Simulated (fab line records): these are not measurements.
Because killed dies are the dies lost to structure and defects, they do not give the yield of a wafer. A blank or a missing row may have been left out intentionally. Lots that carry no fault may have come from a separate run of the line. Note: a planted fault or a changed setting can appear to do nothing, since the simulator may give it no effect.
Comparing a struck lot with a sound one ; flow nand harc ; 14 out of 1159 route steps
Sound: the wafers L349.1, L349.2, L349.3. The struck wafers were L356.4, L356.5, L356.6. Last of all comes the cause.
Order at every step that has rows: each side's tool, ch and its chambers, its first start. Under that, the readings that differ: sound wafers ; struck wafers ; difference of the means ; sigmas: that difference in standard deviations of wafers without a fault.
alike: readings whose means differ by less than 2 such deviations, and words and numbers that are the same on both sides. not compared: withheld readings, readings that some wafer has no value for, bounds like >300 that may hide the same value, and numbers for which the record gives no deviation and whose values overlap.
A row with sigmas, a row that says differs or no value, or rows on one side alone: a step with any of these is where the two part. Numbers that don't overlap but have no deviation are shown without sigmas and don't part them. A reading that every wafer of one side lacks parts them only if that side has two wafers or more.

first, 5 steps without rows for these wafers: NHARC_A_SLIT_SOFTBAKE_04 (time 55 s); NHARC_A_SLIT_EBR_05; NHARC_A_SLIT_EXPOSE_06 (exposes mask SLIT); NHARC_A_SLIT_PEB_07 (peb time 65 s); NHARC_A_SLIT_DEVELOP_08 (develop time 35 s).
NHARC_A_SLIT_CD_MEAS_09 targets a cd of 300 nm.
  sound on cd sem-03 ch 0, day 14 12:15; struck on cd sem-03 ch 0, day 16 14:32
  alike: cd nm
NHARC_A_SLIT_OVL_MEAS_10:
  sound on overlay-01, day 14 12:20; struck on overlay-01, day 16 14:37
  alike: overlay x nm, overlay y nm
NHARC_A_SLIT_INSPECT_11:
  sound on defect inspect-01, day 14 12:23; struck on defect inspect-02, day 16 14:39
  alike: raw defect count
NHARC_A_SLIT_DESCUM_14: chemistry O2, time 3 s.
  sound on rie diel-08 ch 0,1,3, day 14 12:26; struck on rie diel-08 ch 2,3, day 16 14:43
  alike: drypump motor current A, oes product au, rf vpp V, showerhead plenum p Torr, throttle valve pct
  not compared: rf hours counter h
NHARC_A_SLIT_ETCH_24: etches the open film in CF4/CHF3, target depth 121 nm, time 60.5 s.
  sound on rie diel-08 ch 0,1,3, day 14 12:32; struck on rie diel-08 ch 0,1, day 16 14:48
  alike: bias w, cf4 flow sccm, drypump motor current A, oes product au, rf vpp V, showerhead plenum p Torr, throttle valve pct
  not compared: rf hours counter h
NHARC_A_SLIT_ETCH_15: etches the open film in O2/COS, target depth 3200 nm, time 832 s.
  sound on rie diel-08 ch 0,1,3; struck on rie diel-08 ch 1,2,3
  alike: bias w, chamber pressure mTorr, drypump motor current A, oes product au, rf vpp V, showerhead plenum p Torr, throttle valve pct
  not compared: rf hours counter h
NHARC_A_SLIT_ETCH_17: etches the open film in C4F8/O2/Ar, time 1687.5 s, target depth 10100 nm.
  sound on har etch-02 ch 0,1, day 14 13:21; struck on har etch-02 ch 0,1, day 16 16:49
  alike: c4f8 flow sccm, chamber pressure mTorr, drypump motor current A, showerhead plenum p Torr, throttle valve pct
  not compared: rf hours counter h
NHARC_A_SLIT_ETCH_26: etches the open film in C4F8/O2/Ar, time 90 s, target depth 400 nm.
  sound on har etch-02 ch 0,1, day 14 14:50; struck on har etch-02 ch 0,1, day 16 17:38
  no value came back on the struck wafers for any of 5 readings (bias v (V), c4f8 flow sccm (sccm) and others); on the sound wafers bias v (V) reads 395 404 397
  not compared: rf hours counter h
then, 1 step without rows for these wafers: NHARC_A_SLIT_STRIP_28 (strips in O2/COS).

## WHERE THEY PART
Within this record, at NHARC_A_SLIT_ETCH_26 only.

WHY: what the simulator had put in
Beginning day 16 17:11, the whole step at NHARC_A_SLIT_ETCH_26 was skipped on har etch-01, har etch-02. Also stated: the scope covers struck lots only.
